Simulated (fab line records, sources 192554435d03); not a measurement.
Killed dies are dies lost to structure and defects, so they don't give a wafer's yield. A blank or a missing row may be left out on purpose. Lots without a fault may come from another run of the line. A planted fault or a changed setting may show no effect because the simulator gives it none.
Split-lot experiment | flow n5_finfet | 7 lots, 21 wafers read, on a route of 1938 steps

THE SPLIT
At N5_BEOL_M4_TRENCH_ETCH_37 (etches SiOC in C4F6/O2, target depth 55.555 nm, time 29.2 s), the setting bias_w was moved away from the recipe's 185 W on 6 of the 21 wafers read, by -9.8% to +12.4%. The other wafers ran this setting at the recipe's value.

The reading is taken at the split's own step.

THE READING
rf_vpp_V, in V, at N5_BEOL_M4_TRENCH_ETCH_37 (etches SiOC in C4F6/O2, target depth 55.555 nm, time 29.2 s). Fault-free wafers of this fab line usually give 676 V, standard deviation 12 V.

wafer  | tool, chamber at the split | bias_w as run, W | against the recipe | rf_vpp_V, V | against lot-mates on the recipe
L075.1 | rie_diel-03, 0             | 185              | recipe             | 647         | -
L075.4 | rie_diel-03, 3             | 185              | recipe             | 689         | -
L075.5 | rie_diel-03, 2             | 185              | recipe             | 688         | -
L078.1 | rie_diel-02, 0             | 185              | recipe             | 687         | -
L078.2 | rie_diel-02, 2             | 185              | recipe             | 679         | -
L078.4 | rie_diel-02, 0             | 185              | recipe             | 687         | -
L084.2 | rie_diel-03, 2             | 185              | recipe             | 687         | -
L084.3 | rie_diel-03, 3             | 185              | recipe             | 691         | -
L084.5 | rie_diel-03, 2             | 173.3            | -6.3%              | 650         | -39
L085.2 | rie_diel-02, 2             | 185              | recipe             | 679         | -
L085.4 | rie_diel-02, 3             | 185              | recipe             | 665         | -
L085.6 | rie_diel-02, 2             | 185              | recipe             | 680         | -
L089.1 | rie_diel-03, 0             | 185              | recipe             | 659         | -
L089.4 | rie_diel-03, 2             | 166.9            | -9.8%              | 631         | -28
L089.5 | rie_diel-03, 0             | 166.9            | -9.8%              | 608         | -51
L096.1 | rie_diel-02, 1             | 205.7            | +11.2%             | 733         | +61
L096.2 | rie_diel-02, 3             | 185              | recipe             | 665         | -
L096.3 | rie_diel-02, 2             | 185              | recipe             | 679         | -
L097.2 | rie_diel-02, 2             | 185              | recipe             | 680         | -
L097.4 | rie_diel-02, 1             | 207.9            | +12.4%             | 741         | +61
L097.6 | rie_diel-02, 3             | 207.9            | +12.4%             | 728         | +48

THE FIT
A straight line over all 21 wafers: rf_vpp_V changes by +5.06 V for each +1% of bias_w; r = +0.92; the points scatter about the line by 12 V.
The same after taking each lot's own level away (the mean of its wafers on the recipe; 21 wafers): +4.6 V for each +1%; r = +0.93; scatter 10 V.
On that fit, the largest move of bias_w shifts the reading by 57 V.
The lots' own levels span 659.0 to 689.0 V, that is 2.5 times the standard deviation above.
So the lot-to-lot level changes the slope little: the two slopes agree.
Check: with one of the wafers moved furthest among these (+12.4%) left out of the fit, the line predicts +55.8 V for it against its lot-mates. It came out at +61 V against them.
Tool readings at the split's step, against how far the setting was moved: rf_vpp_V r = +0.92.

OTHER SPLITS ON THESE WAFERS
These wafers also went through other splits before the reading. Each is held against what the fit with the lots' levels taken away leaves over:
other split on the same wafers | wafers away from the commonest value | r with rf_vpp_V (lot level and that fit taken away)
N5_BEOL_M2_SPUTTER_48 time_s   | 5                                    | +0.19
N5_BEOL_M4_COAT_67 spin_rpm    | 5                                    | +0.29
N5_BEOL_M4_COAT_22 spin_rpm    | 7                                    | -0.15
N5_BEOL_M4_DESCUM_33 time_s    | 8                                    | -0.08

THE FILE'S OWN FIT
rf_vpp_V changes by +4.8 V for each +1% of bias_w, r = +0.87.
